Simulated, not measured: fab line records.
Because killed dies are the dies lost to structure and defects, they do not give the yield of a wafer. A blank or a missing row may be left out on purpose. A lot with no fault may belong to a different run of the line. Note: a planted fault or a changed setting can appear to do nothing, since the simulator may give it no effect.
Which tool was responsible? :: flow n5Finfet :: 9 lots, 27 wafers sampled, at 6 steps of a route of 1938

== WHAT THE GAUGES READ, wafer by wafer ==
N5_BEOL_M0_SAQP_CD_MEAS_25 targets a cd of 13.1 nm.
lot: L426
measured: day 5 12:46
on: cdSem-03
cdNm (nm): 12.80 12.81 12.15

lot: L428
measured: day 6 03:22
on: cdSem-03
cdNm (nm): 12.64 13.10 12.56

lot: L429
measured: day 6 09:07
on: cdSem-03
cdNm (nm): 12.94 12.69 12.67

lot: L436
measured: day 8 03:11
on: cdSem-03
cdNm (nm): 13.13 12.86 12.81

lot: L438
measured: day 8 12:03
on: cdSem-01
cdNm (nm): 12.94 13.17 12.80

lot: L437
measured: day 8 18:25
on: cdSem-03
cdNm (nm): 12.68 13.03 12.73

lot: L443
measured: day 9 15:19
on: cdSem-01
cdNm (nm): 12.76 12.71 13.16

lot: L445
measured: day 10 05:43
on: cdSem-01
cdNm (nm): 12.56 12.97 12.55

lot: L448
measured: day 11 12:18
on: cdSem-02
cdNm (nm): 12.50 13.03 13.12

N5_BEOL_M0_SAQP_CD_MEAS_29 targets a cd of 14.4 nm.
lot: L426
measured: day 5 14:36
on: cdSem-02
cdNm (nm): 15.31 15.05 15.33

lot: L428
measured: day 6 05:14
on: cdSem-02
cdNm (nm): 15.02 14.91 14.55

lot: L429
measured: day 6 10:52
on: cdSem-02
cdNm (nm): 15.02 15.04 14.96

lot: L436
measured: day 8 05:17
on: cdSem-03
cdNm (nm): 15.13 15.10 20.27

lot: L438
measured: day 8 17:20
on: cdSem-02
cdNm (nm): 14.76 14.91 14.68

lot: L437
measured: day 8 20:25
on: cdSem-03
cdNm (nm): 14.98 19.98 14.52

lot: L443
measured: day 9 17:31
on: cdSem-01
cdNm (nm): 15.06 15.29 15.75

lot: L445
measured: day 10 07:32
on: cdSem-01
cdNm (nm): 14.82 14.90 14.74

lot: L448
measured: day 11 15:00
on: cdSem-03
cdNm (nm): 14.84 15.24 15.24

N5_BEOL_M4_RC_MEAS_101.
lot: L426
measured: day 7 20:01
on: prober-01
DIBL_N (mV/V): 35.6 35.7 35.3
DIBL_P (mV/V): 34.7 34.9 34.9
IOFF_N (nA/um): 0.148 0.151 0.147
IOFF_P (nA/um): 0.194 0.200 0.196
ION_N (uA/um): 674 688 678
ION_P (uA/um): 468 470 463
SS_N (mV/dec): 71.6 72.3 72.2
SS_P (mV/dec): 73.1 73.5 72.6
VT_N (mV): 249.6 249.3 247.7
VT_P (mV): -251.0 -249.6 -250.2

lot: L428
measured: day 8 02:34
on: prober-01
DIBL_N (mV/V): 36.8 36.0 37.6
DIBL_P (mV/V): 37.7 36.4 38.3
IOFF_N (nA/um): 0.168 0.146 0.165
IOFF_P (nA/um): 0.185 0.172 0.184
ION_N (uA/um): 678 662 676
ION_P (uA/um): 452 452 448
SS_N (mV/dec): 72.2 71.3 72.1
SS_P (mV/dec): 73.7 73.7 73.5
VT_N (mV): 250.7 251.7 250.3
VT_P (mV): -254.7 -253.2 -254.9

lot: L429
measured: day 8 21:16
on: prober-02
DIBL_N (mV/V): 37.6 38.4 35.2
DIBL_P (mV/V): 37.2 38.5 34.9
IOFF_N (nA/um): 0.164 0.181 0.134
IOFF_P (nA/um): 0.216 0.235 0.184
ION_N (uA/um): 681 684 681
ION_P (uA/um): 468 468 466
SS_N (mV/dec): 71.6 72.1 71.5
SS_P (mV/dec): 73.5 73.9 73.4
VT_N (mV): 250.3 248.3 252.3
VT_P (mV): -249.2 -249.2 -253.5

lot: L436
measured: day 10 18:28
on: prober-01
DIBL_N (mV/V): 36.3 37.7
DIBL_P (mV/V): 35.6 37.2
IOFF_N (nA/um): 0.127 0.162
IOFF_P (nA/um): 0.182 0.205
ION_N (uA/um): 662 672
ION_P (uA/um): 455 460
SS_N (mV/dec): 71.1 71.3
SS_P (mV/dec): 72.7 74.0
VT_N (mV): 252.8 249.4
VT_P (mV): -253.7 -252.9

lot: L438
measured: day 11 19:35
on: prober-01
DIBL_N (mV/V): 36.0 37.1 36.7
DIBL_P (mV/V): 34.7 35.7 35.4
IOFF_N (nA/um): 0.144 0.161 0.161
IOFF_P (nA/um): 0.203 0.215 0.209
ION_N (uA/um): 673 672 679
ION_P (uA/um): 466 463 466
SS_N (mV/dec): 70.5 71.2 71.0
SS_P (mV/dec): 72.4 73.2 73.3
VT_N (mV): 249.2 249.9 249.1
VT_P (mV): -247.3 -250.3 -251.8

lot: L437
measured: day 11 19:52
on: prober-02
DIBL_N (mV/V): 36.7 35.8
DIBL_P (mV/V): 37.2 36.8
IOFF_N (nA/um): 0.167 0.159
IOFF_P (nA/um): 0.223 0.221
ION_N (uA/um): 682 686
ION_P (uA/um): 467 473
SS_N (mV/dec): 71.5 71.5
SS_P (mV/dec): 73.8 73.1
VT_N (mV): 245.8 247.0
VT_P (mV): -248.0 -249.2

lot: L443
measured: day 12 23:49
on: prober-02
DIBL_N (mV/V): 36.5 36.1 35.8
DIBL_P (mV/V): 37.5 37.5 37.1
IOFF_N (nA/um): 0.156 0.160 0.146
IOFF_P (nA/um): 0.221 0.216 0.205
ION_N (uA/um): 674 676 665
ION_P (uA/um): 468 470 464
SS_N (mV/dec): 71.2 72.1 72.0
SS_P (mV/dec): 73.8 72.7 72.9
VT_N (mV): 251.3 251.1 253.0
VT_P (mV): -248.6 -247.2 -247.0

lot: L445
measured: day 13 01:31
on: prober-01
DIBL_N (mV/V): 35.4 34.2 36.5
DIBL_P (mV/V): 35.5 33.2 36.5
IOFF_N (nA/um): 0.150 0.120 0.167
IOFF_P (nA/um): 0.197 0.163 0.208
ION_N (uA/um): 676 666 680
ION_P (uA/um): 465 456 468
SS_N (mV/dec): 71.8 71.3 72.3
SS_P (mV/dec): 72.6 72.9 73.0
VT_N (mV): 249.4 252.3 248.5
VT_P (mV): -252.2 -252.5 -249.7

lot: L448
measured: day 14 07:29
on: prober-02
DIBL_N (mV/V): 38.7 37.4 36.1
DIBL_P (mV/V): 39.5 38.0 36.4
IOFF_N (nA/um): 0.196 0.174 0.147
IOFF_P (nA/um): 0.268 0.247 0.211
ION_N (uA/um): 696 681 670
ION_P (uA/um): 478 470 464
SS_N (mV/dec): 72.4 72.2 71.9
SS_P (mV/dec): 73.9 73.6 73.0
VT_N (mV): 244.5 245.3 251.1
VT_P (mV): -245.7 -248.8 -247.4

== EACH LOT AND THE TOOL THAT RAN IT (in order: tool; ch and the chambers of the sampled wafers; start) ==
lot: L426
N5_BEOL_M0_SAQP_ETCH_101: rieDiel-04 ch 2,3, day 5 12:49
N5_BEOL_M0_SAQP_ETCH_107: rieDiel-05 ch 0,2,3, day 5 13:36
N5_BEOL_M0_SAQP_SPACER2_ALD_26: aldSin-04 ch 0,2, day 5 13:51

lot: L428
N5_BEOL_M0_SAQP_ETCH_101: rieDiel-04 ch 0,3, day 6 03:24
N5_BEOL_M0_SAQP_ETCH_107: rieDiel-05 ch 1,2,3, day 6 04:14
N5_BEOL_M0_SAQP_SPACER2_ALD_26: aldSin-02 ch 0,1,2, day 6 04:29

lot: L429
N5_BEOL_M0_SAQP_ETCH_101: rieDiel-03 ch 0,1, day 6 09:09
N5_BEOL_M0_SAQP_ETCH_107: rieDiel-05 ch 0,3, day 6 09:53
N5_BEOL_M0_SAQP_SPACER2_ALD_26: aldSin-04 ch 0,1,2, day 6 10:07

lot: L436
N5_BEOL_M0_SAQP_ETCH_101: rieDiel-03 ch 0,1,3, day 8 03:13
N5_BEOL_M0_SAQP_ETCH_107: rieDiel-04 ch 0,2,3, day 8 03:57
N5_BEOL_M0_SAQP_SPACER2_ALD_26: aldSin-02 ch 0,1,2, day 8 04:32

lot: L438
N5_BEOL_M0_SAQP_ETCH_101: rieDiel-05 ch 1,2,3, day 8 12:05
N5_BEOL_M0_SAQP_ETCH_107: rieDiel-04 ch 1,2,3, day 8 12:56
N5_BEOL_M0_SAQP_SPACER2_ALD_26: aldSin-04 ch 0,1,3, day 8 16:36

lot: L437
N5_BEOL_M0_SAQP_ETCH_101: rieDiel-04 ch 0,1, day 8 18:28
N5_BEOL_M0_SAQP_ETCH_107: rieDiel-05 ch 0,2, day 8 19:11
N5_BEOL_M0_SAQP_SPACER2_ALD_26: aldSin-02 ch 0,2,3, day 8 19:40

lot: L443
N5_BEOL_M0_SAQP_ETCH_101: rieDiel-04 ch 0,1,3, day 9 15:35
N5_BEOL_M0_SAQP_ETCH_107: rieDiel-05 ch 0,1,2, day 9 16:19
N5_BEOL_M0_SAQP_SPACER2_ALD_26: aldSin-04 ch 0,2,3, day 9 16:46

lot: L445
N5_BEOL_M0_SAQP_ETCH_101: rieDiel-05 ch 1,2, day 10 05:46
N5_BEOL_M0_SAQP_ETCH_107: rieDiel-05 ch 0,2, day 10 06:33
N5_BEOL_M0_SAQP_SPACER2_ALD_26: aldSin-04 ch 0,1,2, day 10 06:47

lot: L448
N5_BEOL_M0_SAQP_ETCH_101: rieDiel-04 ch 1,2, day 11 12:20
N5_BEOL_M0_SAQP_ETCH_107: rieDiel-04 ch 0,1,3, day 11 13:11
N5_BEOL_M0_SAQP_SPACER2_ALD_26: aldSin-04 ch 0,3, day 11 14:11
- N5_BEOL_M0_SAQP_ETCH_101: etches SiNx in CH3F/O2, target depth 29.9 nm, time 42.7 s.
- N5_BEOL_M0_SAQP_ETCH_107: etches SiNx in CH3F/O2, target depth 30 nm.
- N5_BEOL_M0_SAQP_SPACER2_ALD_26: deposits SiO2, target thk 15 nm, pulse time 1 s, purge time 2 s.

== AS READ BY THE TOOLS THEMSELVES (means over the sampled wafers that have a number; for cases with no such wafer, the mark the record gives instead) ==
N5_BEOL_M0_SAQP_ETCH_101.
lot: L426
tool: rieDiel-04
drypumpMotorCurrentA (A): 6.5
oes_ar_750_au (a.u.): 0.73
oesProductAu (a.u.): 0.74
rfVppV (V): 295.3
showerheadPlenumPTorr (Torr): 1.99
throttleValvePct (%): 16.29

lot: L428
tool: rieDiel-04
drypumpMotorCurrentA (A): 6.2
oes_ar_750_au (a.u.): 0.77
oesProductAu (a.u.): 0.77
rfVppV (V): 296.7
showerheadPlenumPTorr (Torr): 2.04
throttleValvePct (%): 16.23

lot: L429
tool: rieDiel-03
drypumpMotorCurrentA (A): 6.2
oes_ar_750_au (a.u.): 0.80
oesProductAu (a.u.): 0.80
rfVppV (V): 297.6
showerheadPlenumPTorr (Torr): 1.97
throttleValvePct (%): 16.29

lot: L436
tool: rieDiel-03
drypumpMotorCurrentA (A): 6.0
oes_ar_750_au (a.u.): 0.77
oesProductAu (a.u.): 0.78
rfVppV (V): 298.3
showerheadPlenumPTorr (Torr): 1.97
throttleValvePct (%): 16.34

lot: L438
tool: rieDiel-05
drypumpMotorCurrentA (A): 5.7
oes_ar_750_au (a.u.): 0.77
oesProductAu (a.u.): 0.78
rfVppV (V): 298.2
showerheadPlenumPTorr (Torr): 2.09
throttleValvePct (%): 16.44

lot: L437
tool: rieDiel-04
drypumpMotorCurrentA (A): 5.7
oes_ar_750_au (a.u.): 0.81
oesProductAu (a.u.): 0.81
rfVppV (V): 299.2
showerheadPlenumPTorr (Torr): 2.07
throttleValvePct (%): 16.27

lot: L443
tool: rieDiel-04
drypumpMotorCurrentA (A): 6.0
oes_ar_750_au (a.u.): 0.76
oesProductAu (a.u.): 0.76
rfVppV (V): 297.3
showerheadPlenumPTorr (Torr): 2.03
throttleValvePct (%): 16.35

lot: L445
tool: rieDiel-05
drypumpMotorCurrentA (A): 5.7
oes_ar_750_au (a.u.): 0.72
oesProductAu (a.u.): 0.71
rfVppV (V): 297.7
showerheadPlenumPTorr (Torr): 2.06
throttleValvePct (%): 16.56

lot: L448
tool: rieDiel-04
drypumpMotorCurrentA (A): 6.3
oes_ar_750_au (a.u.): 0.72
oesProductAu (a.u.): 0.72
rfVppV (V): 297.6
showerheadPlenumPTorr (Torr): 1.99
throttleValvePct (%): 16.50

N5_BEOL_M0_SAQP_ETCH_107.
lot: L426
tool: rieDiel-05
drypumpMotorCurrentA (A): 5.5
oes_ar_750_au (a.u.): 0.81
oesProductAu (a.u.): 0.82
rfVppV (V): 299.2
showerheadPlenumPTorr (Torr): 2.07
throttleValvePct (%): 16.45

lot: L428
tool: rieDiel-05
drypumpMotorCurrentA (A): 5.8
oes_ar_750_au (a.u.): 0.79
oesProductAu (a.u.): 0.79
rfVppV (V): 298.5
showerheadPlenumPTorr (Torr): 2.09
throttleValvePct (%): 16.42

lot: L429
tool: rieDiel-05
drypumpMotorCurrentA (A): 5.4
oes_ar_750_au (a.u.): 0.84
oesProductAu (a.u.): 0.83
rfVppV (V): 298.0
showerheadPlenumPTorr (Torr): 2.06
throttleValvePct (%): 16.45

lot: L436
tool: rieDiel-04
drypumpMotorCurrentA (A): 6.1
oes_ar_750_au (a.u.): 0.76
oesProductAu (a.u.): 0.77
rfVppV (V): 296.6
showerheadPlenumPTorr (Torr): 2.03
throttleValvePct (%): 16.25

lot: L438
tool: rieDiel-04
drypumpMotorCurrentA (A): 6.4
oes_ar_750_au (a.u.): 0.73
oesProductAu (a.u.): 0.74
rfVppV (V): 296.1
showerheadPlenumPTorr (Torr): 1.99
throttleValvePct (%): 16.41

lot: L437
tool: rieDiel-05
drypumpMotorCurrentA (A): 5.5
oes_ar_750_au (a.u.): 0.75
oesProductAu (a.u.): 0.75
rfVppV (V): 299.1
showerheadPlenumPTorr (Torr): 2.05
throttleValvePct (%): 16.57

lot: L443
tool: rieDiel-05
drypumpMotorCurrentA (A): 5.6
oes_ar_750_au (a.u.): 0.75
oesProductAu (a.u.): 0.74
rfVppV (V): 296.6
showerheadPlenumPTorr (Torr): 2.05
throttleValvePct (%): 16.53

lot: L445
tool: rieDiel-05
drypumpMotorCurrentA (A): 5.5
oes_ar_750_au (a.u.): 0.74
oesProductAu (a.u.): 0.74
rfVppV (V): 299.1
showerheadPlenumPTorr (Torr): 2.05
throttleValvePct (%): 16.59

lot: L448
tool: rieDiel-04
drypumpMotorCurrentA (A): 6.0
oes_ar_750_au (a.u.): 0.75
oesProductAu (a.u.): 0.75
rfVppV (V): 297.1
showerheadPlenumPTorr (Torr): 2.03
throttleValvePct (%): 16.36

N5_BEOL_M0_SAQP_SPACER2_ALD_26.
lot: L426
tool: aldSin-04
heaterPowerW (W): 469
precursorPulseHeightRel: 1.004

lot: L428
tool: aldSin-02
heaterPowerW (W): 429
precursorPulseHeightRel: 1.002

lot: L429
tool: aldSin-04
heaterPowerW (W): 449
precursorPulseHeightRel: 1.004

lot: L436
tool: aldSin-02
heaterPowerW (W): 437
precursorPulseHeightRel: 1.008

lot: L438
tool: aldSin-04
heaterPowerW (W): 441
precursorPulseHeightRel: 1.020

lot: L437
tool: aldSin-02
heaterPowerW (W): 465
precursorPulseHeightRel: 1.004

lot: L443
tool: aldSin-04
heaterPowerW (W): 479
precursorPulseHeightRel: 0.985

lot: L445
tool: aldSin-04
heaterPowerW (W): 437
precursorPulseHeightRel: 0.993

lot: L448
tool: aldSin-04
heaterPowerW (W): 450
precursorPulseHeightRel: 0.984

== THE ANSWER, worked out from the rows above alone ==
Rule: usual is defined by the lots themselves. Put in order of their means at a reading, lots are off if they are a third of the lots or fewer, leave a main group of 4 or more, and stand apart from it by a gap of 3 or more times the standard deviation of the main group's means; of several such gaps the widest counts. The tables above print the reading to a certain number of digits; a main group whose means all agree to those digits is not used. A lot without any number at a reading at which 4 lots or more have one is off too. Any other lot the step has rows for is counted as sound. Order of review: gauges by route order, followed by the tools' own readings, for which a lot's mean as printed above is used. At the first step where some lot is off, the reading lying furthest off is the one used; lots without a number count as furthest.
Off, at N5_BEOL_M0_SAQP_CD_MEAS_29 on cdNm: L436, L437. For the main group the mean is 15.02 nm and the standard deviation 0.21.
If a tool, at a process step before that reading, ran all the lots that are off and no sound lot after the first of them, it fits. Those tools and the gauges at N5_BEOL_M0_SAQP_CD_MEAS_29 are tried in the same way. One candidate fits, namely aldSin-02 at N5_BEOL_M0_SAQP_SPACER2_ALD_26. Its last sound lot is L428 (day 6 04:29), its first lot that is off L436 (day 8 04:32): a fault that began between those two fits.

== WHAT HAD BEEN PUT IN BY THE SIMULATOR ==
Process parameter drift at N5_BEOL_M0_SAQP_SPACER2_ALD_26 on aldSin-02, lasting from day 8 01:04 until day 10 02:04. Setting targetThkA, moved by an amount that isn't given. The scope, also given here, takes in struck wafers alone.
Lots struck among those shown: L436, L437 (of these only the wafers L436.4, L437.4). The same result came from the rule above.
